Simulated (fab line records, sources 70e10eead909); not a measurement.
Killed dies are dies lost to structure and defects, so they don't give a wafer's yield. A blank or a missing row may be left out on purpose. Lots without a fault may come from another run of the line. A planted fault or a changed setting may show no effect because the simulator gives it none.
A struck lot beside a sound one | flow nand_harc | 26 steps out of a route of 1302
Sound: wafers L308.1, L308.2, L308.6. Struck: wafer L297.5. (L297.1, L297.2 of the same lot were not struck and are left out.) The cause comes at the end.
At each step with rows: each side's tool, then ch and its chambers, then its first start. Under that, the readings that differ: sound wafers | struck wafers | difference of the means | sigmas: that difference in standard deviations of wafers without a fault.
alike: readings whose means differ by less than 2 such deviations, and words and numbers that are the same on both sides. not compared: withheld readings, readings that some wafer has no value for, bounds like >300 that may hide the same value, and numbers for which the record gives no deviation and whose values overlap.
The two part at a step that has a row with sigmas, a row that says differs or no value, or rows on one side only. Numbers that don't overlap but have no deviation are shown without sigmas and don't part them. A reading that every wafer of one side lacks parts them only if that side has two wafers or more.

first, 2 steps without rows for these wafers: NHARC_P_M0_PRE_CLEAN_29 (time 30 s); NHARC_P_M0_PVD_20 (deposits TaN, target thk 5 nm, time 8.06 s).
NHARC_P_M0_PVD_21: deposits Cu, target thk 30 nm, time 20.49 s.
  sound on pvd_sputter-03; struck on pvd_sputter-01
  reading                | sound          | struck | difference | sigmas
  throttle_valve_pct (%) | 28.8 30.5 30.2 | 27.6   | -2.2       | -2
then, 1 step without rows for these wafers: NHARC_P_M0_ECD_22 (material Cu, target thk 400 nm).
NHARC_P_M0_ANNEAL_30: time 90 s.
  sound on rtp_anneal-02 ch 0, day 12 06:54; struck on rtp_anneal-02 ch 0, day 7 20:38
  alike: anneal_temp_c_max, wafer_temp_C_max
then, 1 step without rows for these wafers: NHARC_P_M0_CMP_23 (polishes, t overpolish 20 s, target thk 117.54 nm).
NHARC_P_M0_THK_MEAS_24: measures by xrf.
  sound on film_metro-01, day 12 07:34; struck on film_metro-01, day 7 21:19
  alike: thk_nm
then, 1 step without rows for these wafers: NHARC_P_M0_SRD_25.
NHARC_P_M0_INSPECT_27:
  sound on defect_inspect-01, day 12 07:43; struck on defect_inspect-01, day 7 21:28
  alike: raw_defect_count
NHARC_P_M0_PRE_CLEAN_31: time 12 s.
  sound on pecvd-03 ch 1,2, day 12 07:47; struck on pecvd-01 ch 2, day 7 21:33
  alike: heater_power_w
NHARC_P_M0_DEP_32: deposits SiCN, target thk 30 nm.
  sound on pecvd-03 ch 1,2, day 12 07:52; struck on pecvd-01 ch 2, day 7 21:40
  alike: heater_power_w, showerhead_vpp_V
NHARC_P_M1_DEP_00: deposits SiOC, target thk 182.5 nm.
  sound on pecvd-01 ch 0,1,2, day 12 08:17; struck on pecvd-01 ch 0, day 7 22:01
  alike: showerhead_vpp_V
then, 9 steps without rows for these wafers: NHARC_P_M1_DEHYDRATE_01 (time 120 s); NHARC_P_M1_HMDS_02 (time 30 s); NHARC_P_M1_COAT_34 (time 65 s); NHARC_P_M1_COAT_03 (resist thk 90 nm); NHARC_P_M1_SOFTBAKE_04 (time 55 s); NHARC_P_M1_EBR_05; NHARC_P_M1_EXPOSE_06 (exposes mask P M1, target cd 130 nm); NHARC_P_M1_PEB_07 (peb time 65 s); NHARC_P_M1_DEVELOP_08 (develop time 35 s).
NHARC_P_M1_CD_MEAS_09: target cd 130 nm.
  sound on cd_sem-01 ch 0, day 12 09:07; struck on cd_sem-02 ch 0, day 7 22:50
  alike: cd_nm
NHARC_P_M1_OVL_MEAS_10: pitch 260 nm.
  sound on overlay-01, day 12 09:11; struck on overlay-01, day 7 22:56
  alike: overlay_x_nm, overlay_y_nm
NHARC_P_M1_INSPECT_11:
  sound on defect_inspect-01, day 12 09:14; struck on defect_inspect-01, day 7 22:58
  reading          | sound | struck | difference | sigmas
  raw_defect_count | 6 6 0 | 15     | +11        | +4
NHARC_P_M1_DESCUM_14: chemistry O2, time 3 s.
  sound on rie_diel-11 ch 0,1, day 12 09:17; struck on rie_diel-11 ch 0, day 7 23:02
  alike: drypump_motor_current_A, oes_product_au, rf_vpp_V, showerhead_plenum_p_Torr, throttle_valve_pct
  not compared: rf_hours_counter_h
-- the record jumps here: 18 days lie between the struck wafers' starts before and after (it left off in module P_M1 and takes up again in module END, whose first step shown is number 1302 of the route) --
NHARC_END_SORT_01:
  the record has rows for the struck wafers here (prober-02 ch 0, day 25 18:14) and none for the sound ones

WHERE THEY PART
First at NHARC_P_M0_PVD_21; last, within this record, at NHARC_END_SORT_01.

WHY: what the simulator had put in
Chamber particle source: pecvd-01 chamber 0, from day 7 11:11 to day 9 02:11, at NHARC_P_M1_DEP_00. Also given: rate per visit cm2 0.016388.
